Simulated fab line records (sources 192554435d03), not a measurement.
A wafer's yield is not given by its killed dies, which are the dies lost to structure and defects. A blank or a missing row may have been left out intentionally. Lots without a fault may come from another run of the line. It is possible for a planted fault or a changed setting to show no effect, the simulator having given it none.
Chamber matching :: flow n5_finfet :: N5_MOL_CONTACT_COAG_ETCH_89 on rie_diel-05: 4 sister chambers
The step etches underlayer in N2/H2, target depth 13 nm, time 10.4 s. 8 wafers are shown with their chamber, then 7 later ones without.

## WAFERS, EACH WITH ITS CHAMBER
wafer: L076.1
chamber: 0
showerhead_plenum_p_Torr (Torr): 2.60
throttle_valve_pct (%): 18.02

wafer: L079.3
chamber: 0
showerhead_plenum_p_Torr (Torr): 2.60
throttle_valve_pct (%): 18.05

wafer: L079.4
chamber: 1
showerhead_plenum_p_Torr (Torr): 2.54
throttle_valve_pct (%): 17.55

wafer: L086.4
chamber: 1
showerhead_plenum_p_Torr (Torr): 2.53
throttle_valve_pct (%): 17.54

wafer: L089.3
chamber: 2
showerhead_plenum_p_Torr (Torr): 2.63
throttle_valve_pct (%): 18.14

wafer: L089.5
chamber: 3
showerhead_plenum_p_Torr (Torr): 2.40
throttle_valve_pct (%): 17.87

wafer: L092.4
chamber: 2
showerhead_plenum_p_Torr (Torr): 2.63
throttle_valve_pct (%): 18.14

wafer: L092.5
chamber: 3
showerhead_plenum_p_Torr (Torr): 2.39
throttle_valve_pct (%): 17.86

## WAFERS MISSING THEIR CHAMBER
wafer: L092.6
showerhead_plenum_p_Torr (Torr): 2.53
throttle_valve_pct (%): 17.56

wafer: L093.2
showerhead_plenum_p_Torr (Torr): 2.63
throttle_valve_pct (%): 18.14

wafer: L093.4
showerhead_plenum_p_Torr (Torr): 2.39
throttle_valve_pct (%): 17.86

wafer: L093.5
showerhead_plenum_p_Torr (Torr): 2.63
throttle_valve_pct (%): 18.15

wafer: L096.2
showerhead_plenum_p_Torr (Torr): 2.59
throttle_valve_pct (%): 17.70

wafer: L096.4
showerhead_plenum_p_Torr (Torr): 2.59
throttle_valve_pct (%): 17.70

wafer: L096.6
showerhead_plenum_p_Torr (Torr): 2.52
throttle_valve_pct (%): 17.61

## CHAMBER TAKEN BY EACH
wafer: L092.6
from the rows above: 1
in truth: 1

wafer: L093.2
from the rows above: 2
in truth: 2

wafer: L093.4
from the rows above: 3
in truth: 3

wafer: L093.5
from the rows above: 2
in truth: 2

wafer: L096.2
from the rows above: 1
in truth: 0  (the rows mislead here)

wafer: L096.4
from the rows above: 1
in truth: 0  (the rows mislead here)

wafer: L096.6
from the rows above: 1
in truth: 1
5 of 7 placed correctly. From these rows, 0 cannot be placed. Placed wrongly: 2.
How it was worked out, from the rows above alone: a wafer's distance from a chamber is the root of the sum, over the readings, of the square of ((its reading less the chamber's mean) divided by the reading's scatter). The wafer belongs to the nearest chamber; if the next one is less than 2 further off, it can't be placed. For every chamber, the mean is computed from those of its wafers that are shown. How the scatter is found: for the shown wafers, subtract from each reading the mean of its chamber, square and add these, divide the total by (wafers less chambers), then take the root.
